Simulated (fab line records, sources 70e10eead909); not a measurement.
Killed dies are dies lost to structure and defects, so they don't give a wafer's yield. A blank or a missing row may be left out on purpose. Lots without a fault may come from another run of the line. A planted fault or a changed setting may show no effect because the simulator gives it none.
fab line records | flow nand_harc
record lots=6 wafers=18 last_day=25
route steps=1159 shown A_SGD_CUT@751 END@1159
lots that met no fault: from a run of the same line without faults
start_h: hours from the record's first day to the start of the lot's first wafer shown | wait_h: hours since the lot's step before | " the same as in the row above | L1.1+2: a row that stands for several wafers | - no value, or no start given | * or withheld: withheld | < > ~ a bound
route shown NAME@n: a module of which the file shows steps, and the number in the route of the first | usual: mean/standard deviation of fault-free wafers | same: alike in all rows | chamber/n: place in a boat | sites: the reading at each site | _std_site: their standard deviation | _edge_site: outer sites' mean less inner sites' | radius_mm: how far each site lies from the wafer's centre | mask NAME#n: copy n | behind: the tool/chamber that last shaped the wafer | hold: why the lot was held/for how many hours/how that ended | device: the transistor (n, p or np) that didn't switch | end of line: the same wafers' tests at the end of the route | a step without rows: its recipe alone | killed: dies lost to structure and defects at the first sort, not the wafer's yield | map: a wafer's dies, x killed, . not, _ none there
set.NAME: the setting as run; set.NAME@STEP: as run at that earlier step | model.NAME: the simulator's own value behind a step, which no gauge read
lots at some steps of the route; a table a step, a row a wafer
services: from which hour (start_h, from the record's first day; less than 0 if before it) a tool's chamber was out of use, for how many hours, and why
## steps
# step NHARC_A_SGD_CUT_COAT_57
# recipe temp_c=225 time_s=65
# step NHARC_A_SGD_CUT_COAT_03
# recipe spin_rpm=1500 resist_thk_nm=90
# step NHARC_A_SGD_CUT_SOFTBAKE_04
# recipe temp_c=105 time_s=55
# step NHARC_A_SGD_CUT_EBR_05
# step NHARC_A_SGD_CUT_EXPOSE_06
# recipe na=1.35 dose_mj=85.59 mask_id=SGD
# step NHARC_A_SGD_CUT_PEB_07
# recipe peb_temp_c=100 peb_time_s=65
# step NHARC_A_SGD_CUT_DEVELOP_08
# recipe develop_time_s=35 dev_temp_c=23
# step NHARC_A_SGD_CUT_CD_MEAS_09
# recipe target_cd_nm=100 landing_energy_ev=500
# usual cd_nm=99.6/0.49
# columns lot.wafer tool chamber start_h wait_h cd_nm
L940.2 cd_sem-02 0 329.46 - 99.7
L940.3 " 0 " " 98.1
L940.6 " 0 " " 98.8
L945.2 cd_sem-02 0 362.84 - 99.8
L945.3 " 0 " " 99.9
L945.6 " 0 " " 99.9
L952.2 cd_sem-01 0 406.20 - 99.8
L952.4 " 0 " " 99.7
L952.5 " 0 " " 99.7
L954.1 cd_sem-02 0 422.79 - 100.1
L954.3 " 0 " " 99.5
L954.4 " 0 " " 101.1
L958.1 cd_sem-02 0 430.95 - 99.0
L958.2 " 0 " " 99.1
L958.3 " 0 " " 99.6
L959.1 cd_sem-01 0 452.58 - 100.0
L959.3 " 0 " " 99.8
L959.4 " 0 " " 99.3
# step NHARC_A_SGD_CUT_OVL_MEAS_10
# usual overlay_x_nm=-0.3/0.66 overlay_y_nm=0.1/0.84
# columns lot.wafer tool chamber start_h wait_h overlay_x_nm overlay_y_nm
L940.2 overlay-02 - 329.56 - 0.3 0.5
L940.3 " - " " -0.5 0.4
L940.6 " - " " 0.1 0.3
L945.2 overlay-02 - 362.92 - 0.7 -0.6
L945.3 " - " " 0.4 -0.6
L945.6 " - " " -0.1 -0.5
L952.2 overlay-01 - 406.28 - -0.3 0.1
L952.4 " - " " 0.1 0.1
L952.5 " - " " 0.2 -0.4
L954.1 overlay-02 - 422.88 - 0.4 -0.9
L954.3 " - " " 1.1 0.0
L954.4 " - " " 1.2 0.0
L958.1 overlay-02 - 431.04 - -0.2 1.6
L958.2 " - " " -0.6 1.6
L958.3 " - " " -0.9 0.9
L959.1 overlay-02 - 452.67 - 0.3 -1.8
L959.3 " - " " -0.2 -1.0
L959.4 " - " " -0.2 -1.1
# step NHARC_A_SGD_CUT_INSPECT_11
# usual raw_defect_count=17/9.5
# columns lot.wafer tool chamber start_h wait_h raw_defect_count
L940.2 defect_inspect-02 - 329.60 0.0 15
L940.3 " - " " 25
L940.6 " - " " 30
L945.2 defect_inspect-01 - 362.96 0.0 33
L945.3 " - " " 26
L945.6 " - " " 26
L952.2 defect_inspect-02 - 406.32 0.0 33
L952.4 " - " " 26
L952.5 " - " " 29
L954.1 defect_inspect-01 - 422.91 0.0 23
L954.3 " - " " 20
L954.4 " - " " 17
L958.1 defect_inspect-01 - 431.07 0.0 14
L958.2 " - " " 17
L958.3 " - " " 14
L959.1 defect_inspect-01 - 452.71 0.0 5
L959.3 " - " " 10
L959.4 " - " " 5
# step NHARC_A_SGD_CUT_DESCUM_14
# recipe time_s=3 o2_flow_sccm=200 ar_flow_sccm=0 bias_power_w=0 chemistry=O2
# usual drypump_motor_current_A=5.8/0.53 mfc_ar_sccm=0.008/0.012 oes_product_au=1.002/0.01 rf_vpp_V=57.7/0.93 showerhead_plenum_p_Torr=1.91/0.067 throttle_valve_pct=11.313/0.0094
# columns lot.wafer tool chamber start_h wait_h drypump_motor_current_A mfc_ar_sccm oes_product_au rf_hours_counter_h rf_vpp_V showerhead_plenum_p_Torr throttle_valve_pct
L940.2 rie_diel-13 3 329.67 0.1 4.8 0.027 1.012 3 58.4 2.00 11.293
L940.3 " 0 " " 5.3 0 1.010 3 57.3 1.95 11.309
L940.6 " 1 " " 5.4 0.001 0.991 - 58.4 1.97 11.312
L945.2 rie_diel-12 3 363.02 0.1 6.0 0 1.001 16 58.0 1.94 11.319
L945.3 " 2 " " 6.2 0.020 0.990 16 58.4 2.01 11.306
L945.6 " 0 " " 6.3 0 0.997 - 57.5 1.84 11.310
L952.2 rie_diel-13 0 406.39 0.1 5.3 0 1.006 9 59.3 1.95 11.327
L952.5 " 2 " " 6.5 0 1.010 - 58.9 1.84 11.334
L952.4 " 0 " " 5.3 0 1.003 - 56.9 1.95 11.325
L954.1 rie_diel-13 1 422.98 0.1 5.4 0.001 0.988 11 57.6 1.97 11.302
L954.3 " 0 " " 5.3 0 1.001 10 59.0 1.95 11.305
L954.4 " 1 " " 5.4 0.001 0.982 - 59.1 1.97 11.296
L958.3 rie_diel-02 0 431.14 0.1 5.8 0 1.008 9 57.2 1.82 11.325
L958.2 " 1 " " 5.9 0 0.998 8 58.2 1.84 11.303
L958.1 " 3 " " 6.6 0 0.997 11 58.2 1.84 11.296
L959.3 rie_diel-02 2 452.77 0.1 5.6 0.017 1.008 13 57.5 1.98 11.314
L959.1 " 3 " " 6.6 0 1.013 15 55.9 1.84 11.320
L959.4 " 1 " " 5.9 0 1.018 11 56.7 1.84 11.309
# step NHARC_A_SGD_CUT_ETCH_58
# recipe target_depth_a=390 over_etch_frac=0.3 time_s=65 ion_energy_ev=80 cf4_flow_sccm=150 ar_flow_sccm=0 rf_w=300 bias_w=100 chemistry=CF4
# usual bias_w=100.02/0.3 drypump_motor_current_A=5.8/0.52 mfc_ar_sccm=0.007/0.012 oes_product_au=1.000/0.01 rf_vpp_V=151.1/1 run_length_s=86.4/0.44 showerhead_plenum_p_Torr=1.76/0.057 throttle_valve_pct=13.284/0.0092
# columns lot.wafer tool chamber start_h wait_h bias_w drypump_motor_current_A mfc_ar_sccm oes_product_au rf_hours_counter_h rf_vpp_V run_length_s showerhead_plenum_p_Torr throttle_valve_pct
L940.3 rie_diel-13 3 329.75 0.1 99.95 4.8 0.027 0.989 3 152.8 85.9 1.84 13.288
L940.2 " 0 " " 100.01 5.2 0 1.008 3 150.5 86.1 1.80 13.275
L940.6 " 2 " " 99.56 6.5 0 1.010 - 149.6 86.3 1.71 13.278
L945.2 rie_diel-12 1 363.12 0.1 99.92 5.2 0.036 1.017 17 150.9 85.7 1.73 13.263
L945.3 " 2 " " 99.62 6.2 0.020 0.990 16 150.9 85.5 1.85 13.285
L945.6 " 3 " " 100.40 6.0 0 0.997 - 151.1 87.3 1.79 13.285
L952.2 rie_diel-13 1 406.48 0.1 100.27 5.4 0.001 1.000 10 153.3 86.5 1.82 13.280
L952.5 " 1 " " 100.19 5.4 0.001 0.996 - 153.2 86.3 1.82 13.292
L952.4 " 0 " " 99.18 5.2 0 0.994 - 151.1 86.1 1.80 13.276
L954.3 rie_diel-13 1 423.09 0.1 100.36 5.4 0.001 0.988 11 151.6 86.3 1.82 13.283
L954.1 " 2 " " 100.54 6.5 0 1.011 11 150.3 87.1 1.71 13.273
L954.4 " 1 " " 100.26 5.4 0.001 0.995 - 150.2 86.2 1.82 13.283
L958.3 rie_diel-02 3 431.22 0.1 99.67 6.6 0 1.008 11 151.9 86.0 1.71 13.284
L958.1 " 0 " " 99.51 5.8 0 1.001 9 149.5 86.7 1.69 13.282
L958.2 " 2 " " 100.07 5.6 0.017 1.004 10 151.9 86.6 1.83 13.289
L959.4 rie_diel-02 3 452.86 0.1 99.92 6.6 0 1.011 15 149.4 85.8 1.71 13.284
L959.3 " 0 " " 100.42 5.8 0 0.987 13 151.3 86.8 1.69 13.268
L959.1 " 1 " " 100.28 5.9 0 0.989 11 150.2 86.6 1.71 13.276
# step NHARC_A_SGD_CUT_ETCH_59
# recipe target_depth_a=2600 over_etch_frac=0.25 time_s=406.25 ion_energy_ev=200 n2_flow_sccm=150 h2_flow_sccm=150 ar_flow_sccm=0 rf_w=400 bias_w=150 chemistry=N2/H2
# usual bias_w=150.0/0.43 drypump_motor_current_A=5.8/0.54 h2_flow_sccm=149.9/0.47 mfc_ar_sccm=0.007/0.012 oes_product_au=1.003/0.0095 rf_vpp_V=430.4/2.2 run_length_s=427.7/0.41 showerhead_plenum_p_Torr=2.03/0.073 throttle_valve_pct=14.170/0.0099
# columns lot.wafer tool chamber start_h wait_h bias_w drypump_motor_current_A h2_flow_sccm mfc_ar_sccm oes_product_au rf_hours_counter_h rf_vpp_V run_length_s showerhead_plenum_p_Torr throttle_valve_pct
L940.3 rie_diel-13 2 329.87 - 150.7 6.5 149.9 0 1.020 3 428.6 427.9 1.97 14.177
L940.2 " 1 " " 150.2 5.4 149.5 0.001 0.994 3 431.4 427.7 2.11 14.139
L940.6 " 3 " " 149.4 4.8 150.3 0.027 1.001 - 433.1 427.2 2.13 14.169
L945.2 rie_diel-12 3 363.19 - 150.1 6.0 149.9 0 1.003 16 431.7 428.0 2.07 14.172
L945.3 " 1 " " 150.4 5.2 149.1 0.036 1.019 17 430.1 427.2 2.00 14.165
L945.6 " 3 " " 150.5 5.9 149.6 0 1.005 - 430.7 427.9 2.07 14.177
L952.2 rie_diel-13 0 406.67 - 149.5 5.3 150.8 0 1.008 9 433.5 427.4 2.08 14.157
L952.4 " 2 " " 149.9 6.5 150.1 0 1.019 - 430.0 428.0 1.96 14.180
L952.5 " 0 " " - 5.3 150.5 0 1.005 - 430.6 324.5 2.08 14.160
L954.1 rie_diel-13 2 423.22 - 150.2 6.5 149.8 0 1.018 11 428.2 427.5 1.96 14.168
L954.3 " 0 " " - 5.2 150.2 0 0.996 11 431.0 324.5 2.07 14.154
L954.4 " 2 " " 150.8 6.5 150.6 0 1.009 - 429.4 427.6 1.96 14.157
L958.2 rie_diel-02 3 431.31 - 149.9 6.6 150.3 0 0.992 11 430.2 427.3 1.96 14.171
L958.1 " 0 " " 150.0 5.8 149.5 0 0.996 10 429.9 428.0 1.94 14.168
L958.3 " 1 " " 149.6 5.9 149.9 0 0.985 8 428.3 427.4 1.96 14.176
L959.4 rie_diel-02 1 452.94 - 149.8 5.9 149.7 0 1.007 11 428.6 427.5 1.96 14.180
L959.1 " 3 " " 149.7 6.6 150.4 0 1.014 15 428.0 427.3 1.96 14.158
L959.3 " 0 " " 149.6 5.8 150.2 0 0.995 13 428.2 428.0 1.93 14.174
# step NHARC_A_SGD_CUT_ETCH_15
# recipe target_depth_a=750 time_s=64.3 ch3f_flow_sccm=50 o2_flow_sccm=30 ar_flow_sccm=200 rf_w=500 bias_w=100 chemistry=CH3F/O2
# usual bias_w=100.0/0.34 drypump_motor_current_A=5.8/0.53 mfc_ar_sccm=200.0/0.58 oes_product_au=0.965/0.018 rf_vpp_V=263.8/1.4 run_length_s=85.7/0.4 showerhead_plenum_p_Torr=2.45/0.082 throttle_valve_pct=20.662/0.0091
# columns lot.wafer tool chamber start_h wait_h bias_w drypump_motor_current_A mfc_ar_sccm oes_product_au rf_hours_counter_h rf_vpp_V run_length_s showerhead_plenum_p_Torr throttle_valve_pct
L940.2 rie_diel-13 3 - - 100.1 4.8 199.9 0.979 4 265.2 85.7 2.56 20.666
L940.3 " 0 " " 100.4 5.3 200.1 0.998 4 265.3 85.5 2.50 20.671
L940.6 " 0 " " 100.1 5.3 200.1 0.992 - 265.2 85.9 2.50 20.651
L945.2 rie_diel-12 0 - - 100.2 6.3 200.6 0.956 16 263.2 86.0 2.37 20.657
L945.3 " 3 " " 100.4 6.0 200.3 0.950 16 263.8 85.9 2.49 20.665
L945.6 " 1 " " 100.5 5.2 200.1 0.988 - 262.8 85.5 2.41 20.638
L952.2 rie_diel-13 1 - - 100.5 5.4 200.6 0.953 10 263.1 85.7 2.53 20.664
L952.5 " 1 " " 100.4 5.4 199.9 0.954 - 265.1 85.6 2.53 20.658
L952.4 " 0 " " 99.4 5.2 199.8 0.961 - 264.5 85.5 2.50 20.659
L954.3 rie_diel-13 0 - - 99.6 5.3 200.8 0.973 11 264.2 85.5 2.50 20.644
L954.1 " 1 " " 100.1 5.4 200.0 0.944 12 264.7 85.9 2.53 20.672
L954.4 " 1 " " 100.3 5.4 200.2 0.947 - 264.5 86.0 2.53 20.646
L958.1 rie_diel-02 2 - - 100.0 5.6 201.3 0.990 10 266.0 86.2 2.54 20.657
L958.2 " 3 " " 99.9 6.7 199.6 0.975 11 263.2 85.3 2.37 20.662
L958.3 " 0 " " 99.9 5.8 199.2 0.969 10 263.5 86.2 2.34 20.665
L959.1 rie_diel-02 3 - - 100.0 6.6 199.8 0.946 15 263.5 85.0 2.37 20.657
L959.4 " 0 " " 100.1 5.8 200.6 0.956 13 260.4 86.2 2.34 20.669
L959.3 " 1 " " 99.9 5.8 199.5 0.958 11 262.8 85.7 2.37 20.672
# step NHARC_END_SORT_01
# recipe temp_c=25
# usual killed_at_array=29/11 killed_at_other=0.5/0.8 killed_at_periphery=3.5/2.8 killed_dies=33/12 killed_open=3.1/1.8 killed_short=1.8/1.4
# same gross_dies=677
# columns lot.wafer tool chamber start_h wait_h killed_at_array killed_at_other killed_at_periphery killed_dies killed_open killed_short
L954.3 prober-01 0 544.28 3.1 649 0 1 650 5 0
L952.5 prober-02 0 545.82 3.7 643 0 2 645 0 2
L959.3 prober-01 0 593.96 3.1 52 0 6 58 4 4
# killed by level:class
L954.3 A_SGD_CUT:area_etch=622 A_STAIRCASE:chamber_film_flake=10 A_CHANNEL_HOLE_D1:chamber_film_flake=7 A_ONON_D1:geometric_particle:open=3 A_CONTACT:chamber_film_flake=3 A_SGD_CUT:geometric_particle:open=1 A_CONTACT:geometric_particle:open=1 P_GATE:chamber_film_flake=1
L952.5 A_SGD_CUT:area_etch=610 A_CHANNEL_HOLE_D1:chamber_film_flake=15 A_CONTACT:chamber_film_flake=7 A_SLIT:chamber_film_flake=4 A_STAIRCASE:chamber_film_flake=3 A_CHANNEL_FILL_D1:chamber_film_flake=2 P_M2:geometric_particle:short=1 A_CHANNEL_HOLE_D1:geometric_particle:short=1
L959.3 A_SLIT:chamber_film_flake=26 A_CONTACT:chamber_film_flake=10 A_CHANNEL_HOLE_D1:chamber_film_flake=5 P_ZERO_WELL:chamber_film_flake=3 A_CHANNEL_FILL_D1:chamber_film_flake=2 A_STAIRCASE:chamber_film_flake=2 P_M0:geometric_particle:open=1 A_SOURCE_PLATE:geometric_particle:short=1
# map L952.5 (x killed, . not)
____________x____________
_________xxxxxxx_________
_______xxxxxxxxxxx_______
______xxxxxxxxxxxxx______
_____xxxxxxxxxxxxxxx_____
____xxxxxxxxxxxxxxxxx____
____xx.xxxxxxxxxxxxxx____
___xxxxxxxxxxxxxxxxxxx___
___xxxxxxxx.xx.xxxxxxx___
__xxxxxxxxxxxxxxxxxxxxx__
__xxxxxxxxxxxxxx.xxxxxx__
_xxxxxxxx.xx.x.xxxxxxxxx_
_xxxxx.xxxxxxxxxxxxxxxxx_
_.xxxxxxxx...xxxxxxxxxxx_
_xxxxxxxxx.xxxxxxxxxxxxx_
_xxxxx.xxxxxxxxxxxxxxxxx_
xxxxxxxxxxx...xxxx.xxxxxx
xxxxxxxx.x..xxxx.xxxxxxxx
xxxxxxxxx.x.xx.xxxxxxxxxx
xxxxxxx.xxxx.xxxxxxxxxxxx
xxxxxxxxxxxxxxxxxxxxxxxxx
_xxxxxxxxxxxxxxxxxxxxxxx_
_xxxxxxxxxx..xxxxxxxxxxx_
_xxxxxxxxxx..xxxxxxxxxxx_
_xxxxxxxxxxxxxxxxxxxxxxx_
_xxxxxxxxxxxx.xxxxxxxxxx_
__xxxxxxxxxxxxxxxxxxxxx__
__xxxxxxxxxxxxxxxxxxxxx__
___xxxxxxxxxxxxxxxxxxx___
___xxxxxxxxxxxxxxxxxxx___
____xxxxxxxxxxxxxxxxx____
____xxxxxxxxxxxxxxxxx____
_____xxxxxxxxxxxxxxx_____
______xxxxxxxxxxxxx______
_______xxxxxxxxxxx_______
_________xxxxxxx_________
____________x____________
# map L954.3 (x killed, . not)
____________x____________
_________xxxxxxx_________
_______xxxxxxxxxxx_______
______xxxxxxxxxxxxx______
_____xxxxxxxxxxxxxxx_____
____xxxxxxxxxxxxxxxxx____
____xxxxxxxxxxxxxxxxx____
___xxxxxxxxxxxxx.xxxxx___
___xxxxxxxxxxxxxxxxxxx___
__xxxxxxxxxxxxxxxxxxxxx__
__xxxxxxxxxxxxxxxxxxxxx__
_xxxxxxxxxxxxxxxxxxxxxxx_
_xxxxxxxxxxxxxxxxxxxxxxx_
_xxxxxxxxxxxxxxxx.xxxxxx_
_xxxxxxx..xxxxxxxxxxxxxx_
_xxxxx.xxxx.xxxxxxxxxxxx_
xxxxxxxxxxxxx.xxx.xxxxxxx
xxxxxxxxx..xx.xxxxxxxxxxx
xxxxxxxx.x.xxxx.xxxxxxxxx
xxxxxxx.xxxxxxx..xxxxxxxx
xxxxxxxxxxxx..xxxxxxxxxxx
_xxxxxxxxxx.xxxxxxxxxxxx_
_xxxxxxx.xxxx.xxx.xxxxxx_
_xxxxxxxxx.xxx.xxxxxxxxx_
_xxxxxxxxxxxxxxxxxxxxxxx_
_xxxxxxxxxxxxxxxxxxxxxxx_
__xxxxxxxxxxxxxxxxxxxxx__
__xxxxx.xxxxxxx.xxxxxxx__
___xxxxxxxxxxxxxxxxxxx___
___xxxxxxxxxxxxxxxxxxx___
____xxxxxxxxxxxxxxxxx____
____xxxxxxxxxxxxxxxxx____
_____xxxxxxxxxxxxxxx_____
______xxxxxxxxxxxxx______
_______xxxxxxxxxxx_______
_________xxxxxxx_________
____________x____________
## services
# columns tool chamber start_h hours kind
rie_diel-13 0 309.50 - clean
rie_diel-13 1 309.50 - clean
rie_diel-13 2 309.50 - clean
rie_diel-13 3 309.50 - clean
rie_diel-13 0 323.08 1.8 repair
rie_diel-02 - 328.30 9.0 pm
rie_diel-13 0 334.00 - clean
rie_diel-13 1 334.00 - clean
rie_diel-13 2 334.00 - clean
rie_diel-13 3 334.00 - clean
rie_diel-13 0 358.50 - clean
rie_diel-13 1 358.50 - clean
rie_diel-13 2 358.50 - clean
rie_diel-13 3 358.50 - clean
rie_diel-12 - 379.40 9.0 pm
rie_diel-13 0 383.00 - clean
rie_diel-13 1 383.00 - clean
rie_diel-13 3 386.13 44.7 repair
rie_diel-13 0 392.15 6.9 repair
rie_diel-02 1 397.78 13.9 repair
rie_diel-12 3 398.60 5.4 repair
rie_diel-02 0 413.59 10.8 repair
rie_diel-13 2 430.34 10.0 repair
rie_diel-13 - 453.00 9.0 pm
## key
first_sign step=NHARC_A_SGD_CUT_ETCH_59 reading=run_length_s direction=down sigmas=99+ usual=* struck=*
effect step=NHARC_END_SORT_01 reading=killed_at_array direction=up sigmas=55 usual=29 struck=646
more_kills_born_at NHARC_A_SGD_CUT_ETCH_59@rie_diel-13=1232
met_at NHARC_A_SGD_CUT_ETCH_59
struck_wafers L952.5,L954.3
later_rows_left_out L952.5,L954.3
tester_left_out L952,L954
onset_between 329.87 406.67
fault kind=process_parameter_drift tool=rie_diel-13 chamber=- onset_h=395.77 steps=NHARC_A_SGD_CUT_ETCH_59 channel=time_s offset=* shape=step end_h=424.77 scope=struck_wafers_only acts_in=* stated=*
# tester_left_out: of these lots the tester's yield and bins aren't shown, on N5 and GAA mostly nor the transistor test; their killed dies are dies lost to structure and defects alone, not to doping, threshold or leakage, so they don't give the yield
# later_rows_left_out: the simulator's readings of these wafers behind a module that went badly wrong aren't trusted and aren't shown, but for the sort
